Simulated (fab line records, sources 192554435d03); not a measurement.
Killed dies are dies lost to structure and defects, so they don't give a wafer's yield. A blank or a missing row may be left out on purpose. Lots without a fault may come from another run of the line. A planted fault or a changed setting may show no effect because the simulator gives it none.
fab line records | flow n5_finfet
record lots=12 wafers=34 last_day=18
route steps=1938 shown BEOL_M3@941 TV_LITHO@1885 PASSIVATION@1910
lots that met no fault: from a run of the same line without faults
start_h: hours from the record's first day to the start of the lot's first wafer shown | wait_h: hours since the lot's step before | " the same as in the row above | L1.1+2: a row that stands for several wafers | - no value, or no start given | * or withheld: withheld | < > ~ a bound
route shown NAME@n: a module of which the file shows steps, and the number in the route of the first | usual: mean/standard deviation of fault-free wafers | same: alike in all rows | chamber/n: place in a boat | sites: the reading at each site | _std_site: their standard deviation | _edge_site: outer sites' mean less inner sites' | radius_mm: how far each site lies from the wafer's centre | mask NAME#n: copy n | behind: the tool/chamber that last shaped the wafer | hold: why the lot was held/for how many hours/how that ended | device: the transistor (n, p or np) that didn't switch | end of line: the same wafers' tests at the end of the route | a step without rows: its recipe alone | killed: dies lost to structure and defects at the first sort, not the wafer's yield | map: a wafer's dies, x killed, . not, _ none there
set.NAME: the setting as run; set.NAME@STEP: as run at that earlier step | model.NAME: the simulator's own value behind a step, which no gauge read
steps of the route over a sample of lots; a table a step, a row a wafer
services: from which hour (start_h, from the record's first day; less than 0 if before it) a tool's chamber was out of use, for how many hours, and why
## steps
# step N5_BEOL_M3_EXPOSE_08
# recipe mask_id=M3 na=0.33 source_shape=dipole sigma_inner=0.369 sigma_outer=0.767 polarization=unpolarized dose_mj=33
# columns lot.wafer tool chamber start_h wait_h mask
L209.4+5+6 euv_scanner-02 0 155.36 - M3#0
L211.1+2+5 euv_scanner-02 0 164.35 - M3#0
L213.2+4+5 euv_scanner-01 0 168.69 - M3#0
L217.2+3+5 euv_scanner-01 0 201.50 - M3#0
L219.1+3+6 euv_scanner-01 0 205.12 - M3#0
L218.1+5+6 euv_scanner-02 0 207.27 - M3#0
L220.1+2+6 euv_scanner-02 0 208.73 - M3#0
L221.3+4+5 euv_scanner-02 0 232.81 - M3#0
L227.1+5 euv_scanner-02 0 261.28 - M3#0
L229.1+5 euv_scanner-02 0 267.58 - M3#0
L230.2+3+5 euv_scanner-02 0 277.31 - M3#0
L231.1+3+5 euv_scanner-01 0 291.88 - M3#0
# step N5_PASSIVATION_INSPECT_61
# recipe mode=adi inspect_instrument=macro
# usual raw_defect_count=1.9/1.4
# columns lot.wafer tool chamber start_h wait_h raw_defect_count
L209.4 defect_inspect-02 - 281.10 0.0 3
L209.5 " - " " 0
L209.6 " - " " 2
L211.1 defect_inspect-01 - 294.83 0.0 2
L211.2 " - " " 2
L211.5 " - " " 4
L213.2 defect_inspect-01 - 325.74 0.0 0
L213.4 " - " " 3
L213.5 " - " " 2
L218.1 defect_inspect-02 - 333.81 0.0 1
L218.5 " - " " 2
L218.6 " - " " 1
L217.2 defect_inspect-02 - 333.97 0.0 0
L217.3 " - " " 0
L217.5 " - " " 1
L219.1 defect_inspect-02 - 338.11 0.0 3
L219.3 " - " " 1
L219.6 " - " " 4
L220.1 defect_inspect-01 - 344.81 0.1 1
L220.2 " - " " 4
L220.6 " - " " 4
L221.3 defect_inspect-01 - 353.63 0.0 0
L221.4 " - " " 6
L221.5 " - " " 1
L227.1 defect_inspect-02 - 385.45 0.0 2
L227.5 " - " " 1
L229.1 defect_inspect-01 - 401.22 0.0 1
L229.5 " - " " 4
L230.2 defect_inspect-01 - 401.45 0.0 3
L230.3 " - " " 3
L230.5 " - " " 1
L231.1 defect_inspect-01 - 423.24 0.0 3
L231.3 " - " " 2
L231.5 " - " " 3
# step N5_PASSIVATION_ETCH_59
# recipe chemistry=Cl2/BCl3 target=TaN target_depth_a=650 time_s=34.9 ion_energy_ev=100 pressure_mtorr=10 icp_w=900 bias_w=100 Cl2_flow_sccm=60 bcl3_flow_sccm=30
# usual bcl3_flow_sccm=29.99/0.084 drypump_motor_current_A=5.5/0.35 he_backside_leak_sccm=3.31/0.2 oes_product_au=0.78/0.1 throttle_valve_pct=21.18/0.21
# columns lot.wafer tool chamber start_h wait_h bcl3_flow_sccm drypump_motor_current_A he_backside_leak_sccm oes_product_au rf_hours_counter_h throttle_valve_pct
L209.4 rie_metal-01 0 283.50 0.2 30.02 6.0 3.36 0.97 - 21.25
L209.5 " 0 " " 30.09 6.0 3.11 0.97 - 21.24
L209.6 " 1 " " 29.99 5.1 3.51 0.69 - 21.43
L211.1 rie_metal-02 1 297.60 0.3 29.93 5.6 3.06 0.65 98 21.01
L211.2 " 0 " " 29.95 5.2 3.47 0.80 31 20.99
L211.5 " 1 " " 29.92 5.6 3.05 0.65 - 21.01
L213.2 rie_metal-02 0 327.99 0.3 29.89 5.2 3.64 0.78 34 20.98
L213.4 " 1 " " 29.91 5.5 3.08 0.66 - 21.01
L213.5 " 0 " " 29.96 5.2 3.50 0.79 - 20.99
L218.1 rie_metal-01 1 335.91 0.3 30.04 5.2 3.50 0.68 83 21.48
L218.5 " 0 " " 29.90 6.0 3.31 0.91 - 21.29
L218.6 " 1 " " 30.08 5.2 3.56 0.68 - 21.46
L217.2 rie_metal-03 1 336.10 0.3 30.02 5.5 3.47 0.85 17 21.08
L217.3 " 0 " " 29.92 6.0 3.32 0.71 - 21.30
L217.5 " 0 " " 30.09 6.0 3.12 0.71 - 21.30
L219.1 rie_metal-01 1 340.47 0.3 29.91 5.2 3.47 0.67 84 21.50
L219.3 " 0 " " 29.92 6.0 2.98 0.92 - 21.28
L219.6 " 0 " " 29.89 6.0 3.10 0.90 - 21.30
L220.1 rie_metal-01 1 346.86 0.3 29.93 5.2 3.27 0.68 84 21.47
L220.2 " 0 " " 29.95 6.0 3.40 0.91 9 21.32
L220.6 " 1 " " 30.12 5.2 3.44 0.67 - 21.48
L221.3 rie_metal-01 0 356.00 0.2 29.89 6.0 3.15 0.90 - 21.29
L221.4 " 1 " " 29.91 5.1 3.02 0.67 - 21.46
L221.5 " 1 " " 29.78 5.2 3.29 0.67 - 21.46
L227.1 rie_metal-01 1 387.82 0.3 30.09 5.2 3.45 0.67 88 21.48
L227.5 " 0 " " 29.89 6.0 3.48 0.89 - 21.31
L230.2 rie_metal-03 1 403.86 0.3 30.00 5.5 2.91 0.83 22 21.07
L230.3 " 1 " " 30.07 5.5 3.24 0.83 - 21.07
L230.5 " 0 " " 30.00 6.0 3.19 0.70 - 21.32
L229.1 rie_metal-02 1 413.68 10.5 30.04 5.5 3.02 0.99 0 20.70
L229.5 " 1 " " 30.02 5.6 3.00 0.99 - 20.69
L231.1 rie_metal-01 0 425.11 0.3 30.02 5.9 3.06 0.88 15 21.28
L231.3 " 1 " " 30.06 5.1 3.49 0.67 - 21.49
L231.5 " 0 " " 30.07 6.0 3.16 0.88 - 21.29
# step N5_PASSIVATION_PASS_ETCH_47
# recipe chemistry=CF4/O2 target=SiNx target_depth_a=7700 time_s=385 ion_energy_ev=100 pressure_mtorr=40 source_w=535 bias_w=49 Ar_flow_sccm=100 cf4_flow_sccm=100 O2_flow_sccm=10
# usual O2_flow_sccm=9.998/0.03 drypump_motor_current_A=5.7/0.47 oes_product_au=0.80/0.074 rf_vpp_V=240/4.5 showerhead_plenum_p_Torr=2.23/0.076 throttle_valve_pct=15.79/0.15
# columns lot.wafer tool chamber start_h wait_h O2_flow_sccm drypump_motor_current_A oes_product_au rf_hours_counter_h rf_vpp_V showerhead_plenum_p_Torr throttle_valve_pct
L209.4 rie_diel-04 1 284.89 0.0 9.994 6.4 0.69 247 232 2.25 16.12
L209.5 " 3 " " 9.957 5.8 0.71 - 241 2.19 15.87
L209.6 " 2 " " 9.995 5.7 0.79 - 236 2.14 15.80
L211.1 rie_diel-02 0 298.89 0.0 9.999 5.3 0.70 235 238 2.19 15.92
L211.2 " 1 " " 10.032 5.7 0.74 184 240 2.11 15.85
L211.5 " 2 " " 10.016 5.9 0.95 - 236 2.34 15.80
L213.2 rie_diel-01 3 329.36 0.0 10.069 4.9 0.80 104 237 2.31 15.67
L213.4 " 0 " " 9.991 4.9 0.69 241 244 2.18 16.06
L213.5 " 2 " " 9.969 6.4 0.81 - 247 2.32 15.79
L218.1 rie_diel-04 2 337.31 0.0 9.990 5.7 0.77 134 236 2.14 15.83
L218.5 " 2 " " 10.001 5.8 0.77 - 235 2.14 15.82
L218.6 " 3 " " 9.987 5.8 0.70 - 238 2.19 15.93
L217.2 rie_diel-01 2 337.53 0.0 10.050 6.4 0.81 99 247 2.32 15.81
L217.3 " 3 " " 9.927 4.9 0.80 107 237 2.30 15.70
L217.5 " 1 " " 10.006 5.3 0.87 - 242 2.16 15.73
L219.1 rie_diel-01 2 342.06 0.0 9.960 6.4 0.81 100 249 2.32 15.80
L219.3 " 3 " " 10.003 4.9 0.79 109 237 2.30 15.67
L219.6 " 3 " " 10.026 4.9 0.79 - 238 2.30 15.70
L220.1 rie_diel-02 1 348.27 0.0 10.058 5.7 0.73 198 240 2.11 15.88
L220.2 " 3 " " 9.977 5.7 0.87 41 242 2.26 15.44
L220.6 " 3 " " 9.978 5.6 0.87 - 241 2.26 15.45
L221.3 rie_diel-04 2 357.79 0.0 10.009 5.7 0.76 143 237 2.13 15.87
L221.4 " 3 " " 10.029 5.8 0.69 229 238 2.19 15.94
L221.5 " 0 " " 9.957 5.7 0.83 - 246 2.31 15.70
L227.1 rie_diel-02 2 389.14 0.0 10.001 5.9 0.87 44 236 2.33 15.84
L227.5 " 0 " " 9.993 5.3 0.94 - 238 2.18 15.50
L230.2 rie_diel-04 1 405.45 0.0 9.954 6.4 0.89 27 232 2.23 15.69
L230.3 " 0 " " 10.030 5.7 0.81 104 247 2.30 15.73
L230.5 " 2 " " 10.001 5.7 0.74 - 235 2.13 15.89
L229.1 rie_diel-01 1 415.75 0.0 9.982 5.3 0.83 64 244 2.15 15.78
L229.5 " 3 " " 10.010 4.9 0.76 - 238 2.29 15.74
L231.1 rie_diel-01 3 426.60 0.0 10.067 4.9 0.76 141 236 2.29 15.74
L231.3 " 2 " " 10.036 6.4 0.77 132 247 2.31 15.88
L231.5 " 2 " " 10.023 6.4 0.77 - 247 2.31 15.87
# step N5_PASSIVATION_PROBE_49
# usual defect_limited_yield=91.1/1.4 killed_at_M0_to_M3=32/9.3 killed_at_M4_up=13/5.8 killed_at_contacts=12/6.3 killed_at_front_end=44/12 killed_at_other=3.6/2.7 killed_dies=104/17 killed_open=69/13 killed_short=34/6.9 sort_bin_5_function=5.2/0.98 sort_bin_6_memory=3.3/0.59 sort_bin_8_speed=0.01/0.039 sort_n_pass=1075/17
# same gross_dies=1180 killed_at_back_side=0 sort_bin_4_leakage[%]=0
# columns lot.wafer tool chamber start_h wait_h defect_limited_yield[%] killed_at_M0_to_M3 killed_at_M4_up killed_at_contacts killed_at_front_end killed_at_other killed_dies killed_open killed_short sort_bin_5_function[%] sort_bin_6_memory[%] sort_bin_8_speed[%] sort_n_pass
L213.2 prober-01 - 332.41 0.1 90.7 27 28 8 44 3 110 62 48 5.7 3.2 0 1070
L213.4 prober-01 - 332.51 0.2 93.9 24 9 5 34 0 72 50 20 3.1 2.8 0.08 1107
L213.5 prober-01 - 332.56 0.2 89.9 28 22 7 60 2 119 71 44 5.8 3.6 0 1061
L220.1 prober-02 - 351.28 0.0 91.5 24 21 13 42 0 100 63 37 5.3 3.0 0 1080
L220.2 prober-02 - 351.33 0.1 91.1 39 9 15 42 0 105 64 41 4.9 3.6 0 1075
L220.6 prober-02 - 351.53 0.3 92.4 41 4 4 37 4 90 56 34 4.6 2.9 0 1090
L227.1 prober-01 - 392.15 0.0 86.7 74 15 16 46 6 157 83 36 8.5 3.7 0 1023
L227.5 prober-01 - 392.35 0.2 87.7 73 15 19 32 6 145 69 29 7.4 4.5 0 1035
L230.2 prober-02 - 408.59 0.1 89.7 42 8 7 62 3 122 84 35 6.7 3.2 0 1058
L230.3 prober-02 - 408.64 0.1 88.6 75 9 13 33 4 134 89 41 6.9 3.9 0 1046
L230.5 prober-02 - 408.74 0.2 85.4 89 8 10 62 3 172 88 44 8.7 5.1 0 1008
L229.1 prober-01 - 418.77 0.0 88.8 70 13 12 34 3 132 54 32 6.6 3.6 0 1048
L229.5 prober-01 - 418.97 0.2 90.0 63 11 8 33 3 118 55 24 6.0 3.4 0 1062
# killed by level:class
L213.2 BEOL_M4:geometric_particle:open=16 FIN_SAQP:geometric_particle:short=14 FIN_SAQP:geometric_particle:open=8 BEOL_M2:geometric_particle:open=6 DUMMY_GATE:geometric_particle:open=5 BEOL_M3:geometric_particle:open=4 MOL_CONTACT_COAG:geometric_particle:open=4 MOL_CONTACT_COAG:geometric_particle:short=4
L213.4 BEOL_M2:geometric_particle:open=8 STI_FIN_REVEAL:geometric_particle:open=7 DUMMY_GATE:geometric_particle:open=7 BEOL_M1:geometric_particle:open=6 FIN_SAQP:geometric_particle:open=5 FIN_SAQP:geometric_particle:short=4 MOL_CONTACT_COAG:geometric_particle:open=4 GATE_CUT:geometric_particle:short=3
L213.5 FIN_SAQP:geometric_particle:short=15 FIN_SAQP:geometric_particle:open=12 STI_FIN_REVEAL:geometric_particle:open=10 BEOL_M2:geometric_particle:open=8 BEOL_M1:geometric_particle:open=7 BEOL_M4:geometric_particle:open=6 BEOL_M5:geometric_particle:open=6 DUMMY_GATE:geometric_particle:open=5
L220.1 DUMMY_GATE:geometric_particle:open=11 MOL_CONTACT_COAG:geometric_particle:open=10 GATE_CUT:geometric_particle:short=7 BEOL_M3:geometric_particle:open=6 BEOL_M4:geometric_particle:open=6 FIN_SAQP:geometric_particle:short=5 BEOL_M0_SAQP:geometric_particle:open=5 FIN_SAQP:geometric_particle:open=4
L220.2 FIN_SAQP:geometric_particle:short=19 MOL_CONTACT_COAG:geometric_particle:open=14 BEOL_M0_SAQP:geometric_particle:open=13 BEOL_M0_SAQP:geometric_particle:short=10 FIN_SAQP:geometric_particle:open=8 BEOL_M3:geometric_particle:open=6 BEOL_M1:geometric_particle:open=5 DUMMY_GATE:geometric_particle:open=4
L220.6 BEOL_M3:geometric_particle:open=11 BEOL_M2:geometric_particle:open=10 SPACER0:geometric_particle:short=7 BEOL_M0_SAQP:geometric_particle:open=7 BEOL_M0_SAQP:geometric_particle:short=6 FIN_SAQP:geometric_particle:short=5 FIN_SAQP:geometric_particle:open=4 DUMMY_GATE:geometric_particle:open=4
L227.1 BEOL_M3:area_expose=37 STI_FIN_REVEAL:geometric_particle:open=14 MOL_CONTACT_COAG:geometric_particle:open=13 FIN_SAQP:geometric_particle:short=9 BEOL_M0_SAQP:geometric_particle:open=9 BEOL_M3:geometric_particle:open=8 BEOL_M1:geometric_particle:open=7 BEOL_M2:geometric_particle:open=7
L227.5 BEOL_M3:area_expose=47 MOL_CONTACT_COAG:geometric_particle:open=13 BEOL_M3:geometric_particle:open=8 FIN_SAQP:geometric_particle:short=6 BEOL_M4:geometric_particle:open=6 MOL_CONTACT_COAG:geometric_particle:short=6 BEOL_M2:geometric_particle:open=6 STI_FIN_REVEAL:geometric_particle:open=5
L230.2 STI_FIN_REVEAL:geometric_particle:open=20 BEOL_M2:geometric_particle:open=13 FIN_SAQP:geometric_particle:open=12 BEOL_M0_SAQP:geometric_particle:short=9 STI_FIN_REVEAL:geometric_particle:short=6 BEOL_M0_SAQP:geometric_particle:open=6 FIN_SAQP:geometric_particle:short=5 MOL_CONTACT_COAG:geometric_particle:open=5
L230.3 BEOL_M0_SAQP:geometric_particle:open=23 BEOL_M0_SAQP:geometric_particle:short=14 BEOL_M1:geometric_particle:open=10 BEOL_M2:geometric_particle:open=10 MOL_CONTACT_COAG:geometric_particle:open=9 FIN_SAQP:geometric_particle:open=6 STI_FIN_REVEAL:geometric_particle:open=6 BEOL_M0:geometric_particle:open=6
L230.5 BEOL_M3:area_expose=38 STI_FIN_REVEAL:geometric_particle:open=20 BEOL_M2:geometric_particle:open=17 FIN_SAQP:geometric_particle:open=10 BEOL_M0_SAQP:geometric_particle:short=10 FIN_SAQP:geometric_particle:short=9 MOL_CONTACT_COAG:geometric_particle:open=8 DUMMY_GATE:geometric_particle:open=6
L229.1 BEOL_M3:area_expose=39 FIN_SAQP:geometric_particle:open=12 BEOL_M2:geometric_particle:open=10 MOL_CONTACT_COAG:geometric_particle:open=7 BEOL_M0_SAQP:geometric_particle:open=7 BEOL_M0_SAQP:geometric_particle:short=7 HKMG_FIN:area_etch=5 FIN_SAQP:geometric_particle:short=4
L229.5 BEOL_M3:area_expose=32 BEOL_M2:geometric_particle:open=12 STI_FIN_REVEAL:geometric_particle:open=10 BEOL_M0_SAQP:geometric_particle:short=8 MOL_CONTACT_COAG:geometric_particle:open=5 BEOL_M0_SAQP:geometric_particle:open=4 BEOL_M1:geometric_particle:open=4 FIN_SAQP:geometric_particle:open=3
## services
# columns tool chamber start_h hours kind
euv_scanner-02 - 132.83 0.4 repair
euv_scanner-01 - 142.86 4.6 pm
euv_scanner-02 - 147.46 1.0 pm
euv_scanner-01 - 154.76 1.0 pm
rie_diel-04 2 158.20 4.0 repair
euv_scanner-02 - 165.35 12.0 pm
rie_metal-01 - 170.38 0.4 repair
euv_scanner-02 - 201.25 1.0 pm
rie_diel-01 - 218.42 14.6 pm
euv_scanner-02 - 246.82 2.4 repair
euv_scanner-02 - 257.40 1.0 pm
euv_scanner-02 - 269.65 1.1 repair
rie_metal-01 1 296.52 8.2 repair
euv_scanner-02 - 299.44 4.6 pm
euv_scanner-02 - 313.58 1.0 pm
euv_scanner-02 - 344.93 2.0 repair
euv_scanner-02 - 369.70 1.0 pm
euv_scanner-02 - 370.77 0.5 repair
rie_diel-01 0 371.46 2.1 repair
euv_scanner-02 - 372.33 1.3 repair
rie_diel-01 0 383.71 77.6 repair
rie_metal-01 - 390.51 2.8 pm
euv_scanner-02 - 416.21 0.2 repair
euv_scanner-02 - 425.85 1.0 pm
## key
first_sign step=N5_PASSIVATION_PROBE_49 reading=killed_at_M0_to_M3 direction=up sigmas=4.5 usual=32 struck=74
effect step=N5_PASSIVATION_PROBE_49 reading=killed_dies direction=up sigmas=2.4 usual=104 struck=145
more_kills_born_at N5_BEOL_M3_EXPOSE_08@euv_scanner-02=193
met_at N5_BEOL_M3_EXPOSE_08
struck_lots L227,L229,L230
struck_wafers L227.1,L227.5,L229.1,L229.5,L230.5
not_acting_at N5_PASSIVATION_INSPECT_61,N5_PASSIVATION_ETCH_59,N5_PASSIVATION_PASS_ETCH_47
onset_between 232.81 261.28
fault kind=process_parameter_drift tool=euv_scanner-02 chamber=- onset_h=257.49 steps=N5_BEOL_M3_EXPOSE_08 channel=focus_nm offset=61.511 shape=step end_h=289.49 scope=struck_wafers_only
